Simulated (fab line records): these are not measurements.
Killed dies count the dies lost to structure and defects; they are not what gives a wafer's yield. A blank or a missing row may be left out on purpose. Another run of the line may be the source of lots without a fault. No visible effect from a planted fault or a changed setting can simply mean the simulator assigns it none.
Split-lot study :: flow n5Finfet :: 7 lots, 21 wafers read, on a route of 1938 steps

THE SPLIT ITSELF
At N5_PASSIVATION_PECVD_55 (deposits SiO2 from SiH4/N2O, target thk 400 nm, time 22.5 s), the setting timeS was moved away from the recipe's 22.5 s on 8 of the 21 wafers read, by -11.1% to +9.6%. All remaining wafers had this setting at the recipe value.

The reading comes from the split's own step.

THE READING
SiO2_of_PASSIVATION_PECVD_55.thkNm (the simulator's own value, which no gauge read), in nm, at N5_PASSIVATION_PECVD_55 (deposits SiO2 from SiH4/N2O, target thk 400 nm, time 22.5 s). The file gives no usual value for it. Across the 13 wafers here that went through the recipe, the average is 400.7 nm and the standard deviation 4.3 nm.

wafer: L075.1
tool, chamber at the split: pecvd-03, 0
timeS as run, s: 22.5
against the recipe: recipe
SiO2_of_PASSIVATION_PECVD_55.thkNm, nm: 392.4
against lot-mates on the recipe: -

wafer: L075.2
tool, chamber at the split: pecvd-03, 1
timeS as run, s: 20.52
against the recipe: -8.8%
SiO2_of_PASSIVATION_PECVD_55.thkNm, nm: 359
against lot-mates on the recipe: -34.5

wafer: L075.4
tool, chamber at the split: pecvd-03, 2
timeS as run, s: 22.5
against the recipe: recipe
SiO2_of_PASSIVATION_PECVD_55.thkNm, nm: 394.6
against lot-mates on the recipe: -

wafer: L082.2
tool, chamber at the split: pecvd-01, 1
timeS as run, s: 24.67
against the recipe: +9.6%
SiO2_of_PASSIVATION_PECVD_55.thkNm, nm: 435.6
against lot-mates on the recipe: +38.8

wafer: L082.3
tool, chamber at the split: pecvd-01, 0
timeS as run, s: 22.5
against the recipe: recipe
SiO2_of_PASSIVATION_PECVD_55.thkNm, nm: 396.8
against lot-mates on the recipe: -

wafer: L082.5
tool, chamber at the split: pecvd-01, 2
timeS as run, s: 24.67
against the recipe: +9.6%
SiO2_of_PASSIVATION_PECVD_55.thkNm, nm: 443.8
against lot-mates on the recipe: +47.0

wafer: L085.4
tool, chamber at the split: pecvd-01, 1
timeS as run, s: 22.5
against the recipe: recipe
SiO2_of_PASSIVATION_PECVD_55.thkNm, nm: 405.6
against lot-mates on the recipe: -

wafer: L085.5
tool, chamber at the split: pecvd-01, 2
timeS as run, s: 22.5
against the recipe: recipe
SiO2_of_PASSIVATION_PECVD_55.thkNm, nm: 405.2
against lot-mates on the recipe: -

wafer: L085.6
tool, chamber at the split: pecvd-01, 0
timeS as run, s: 22.5
against the recipe: recipe
SiO2_of_PASSIVATION_PECVD_55.thkNm, nm: 407
against lot-mates on the recipe: -

wafer: L086.2
tool, chamber at the split: pecvd-03, 2
timeS as run, s: 22.5
against the recipe: recipe
SiO2_of_PASSIVATION_PECVD_55.thkNm, nm: 398.6
against lot-mates on the recipe: -

wafer: L086.3
tool, chamber at the split: pecvd-03, 1,0
timeS as run, s: 24.64
against the recipe: +9.5%
SiO2_of_PASSIVATION_PECVD_55.thkNm, nm: 438
against lot-mates on the recipe: +39.4

wafer: L086.4
tool, chamber at the split: pecvd-03, 1,0
timeS as run, s: 24.64
against the recipe: +9.5%
SiO2_of_PASSIVATION_PECVD_55.thkNm, nm: 438
against lot-mates on the recipe: +39.4

wafer: L087.1
tool, chamber at the split: pecvd-01, 1
timeS as run, s: 22.5
against the recipe: recipe
SiO2_of_PASSIVATION_PECVD_55.thkNm, nm: 402
against lot-mates on the recipe: -

wafer: L087.2
tool, chamber at the split: pecvd-01, 0
timeS as run, s: 22.5
against the recipe: recipe
SiO2_of_PASSIVATION_PECVD_55.thkNm, nm: 397.8
against lot-mates on the recipe: -

wafer: L087.6
tool, chamber at the split: pecvd-01, 1
timeS as run, s: 24.19
against the recipe: +7.5%
SiO2_of_PASSIVATION_PECVD_55.thkNm, nm: 440.4
against lot-mates on the recipe: +40.5

wafer: L089.1
tool, chamber at the split: pecvd-02, 1
timeS as run, s: 22.5
against the recipe: recipe
SiO2_of_PASSIVATION_PECVD_55.thkNm, nm: 400.4
against lot-mates on the recipe: -

wafer: L089.2
tool, chamber at the split: pecvd-02, 0
timeS as run, s: 22.5
against the recipe: recipe
SiO2_of_PASSIVATION_PECVD_55.thkNm, nm: 403.2
against lot-mates on the recipe: -

wafer: L089.4
tool, chamber at the split: pecvd-02, 2
timeS as run, s: 22.5
against the recipe: recipe
SiO2_of_PASSIVATION_PECVD_55.thkNm, nm: 403.6
against lot-mates on the recipe: -

wafer: L091.1
tool, chamber at the split: pecvd-01, 2
timeS as run, s: 20
against the recipe: -11.1%
SiO2_of_PASSIVATION_PECVD_55.thkNm, nm: 351.8
against lot-mates on the recipe: -50.2

wafer: L091.4
tool, chamber at the split: pecvd-01, 2
timeS as run, s: 22.5
against the recipe: recipe
SiO2_of_PASSIVATION_PECVD_55.thkNm, nm: 402
against lot-mates on the recipe: -

wafer: L091.6
tool, chamber at the split: pecvd-01, 2
timeS as run, s: 20
against the recipe: -11.1%
SiO2_of_PASSIVATION_PECVD_55.thkNm, nm: 360.6
against lot-mates on the recipe: -41.4
When a row names more than one chamber, that row covers several wafers, and the file does not tell which wafer ran in which chamber.

FIT RESULTS
A straight line over all 21 wafers: SiO2_of_PASSIVATION_PECVD_55.thkNm changes by +4.17 nm for each +1% of timeS; r = +0.98; the points scatter about the line by 4.7 nm.
The same after taking each lot's own level away (the mean of its wafers on the recipe; 21 wafers): +4.27 nm for each +1%; r = +0.99; scatter 3 nm.
Per that fit: largest timeS move, reading shift of 47 nm.
From 393.50 to 405.93 nm: that is the span of the lots' own levels, equal to 2.9 times the standard deviation above.
The two slopes agree, so the slope changes little with the lot-to-lot level.
Check: -45.6 nm against its lot-mates is what the line predicts for one of the wafers moved furthest among these (-11.1%) when that wafer is left out of the fit. Against them it came out at -50.2 nm.

OTHER SPLITS ON THESE WAFERS
These wafers also went through other splits before the reading. Each is held against what the fit with the lots' levels taken away leaves over:
other split on the same wafers: N5_BEOL_M14_TRENCH_ETCH_34 timeS
wafers away from the commonest value: 11
r with SiO2_of_PASSIVATION_PECVD_55.thkNm (lot level and that fit taken away): +0.25

other split on the same wafers: N5_BEOL_M15_ETCH_61 timeS
wafers away from the commonest value: 10
r with SiO2_of_PASSIVATION_PECVD_55.thkNm (lot level and that fit taken away): +0.06

other split on the same wafers: N5_BEOL_M15_TRENCH_ETCH_34 timeS
wafers away from the commonest value: 8
r with SiO2_of_PASSIVATION_PECVD_55.thkNm (lot level and that fit taken away): +0.05

FILE'S OWN FIT
SiO2_of_PASSIVATION_PECVD_55.thkNm changes by +4.32 nm for each +1% of timeS, r = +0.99.
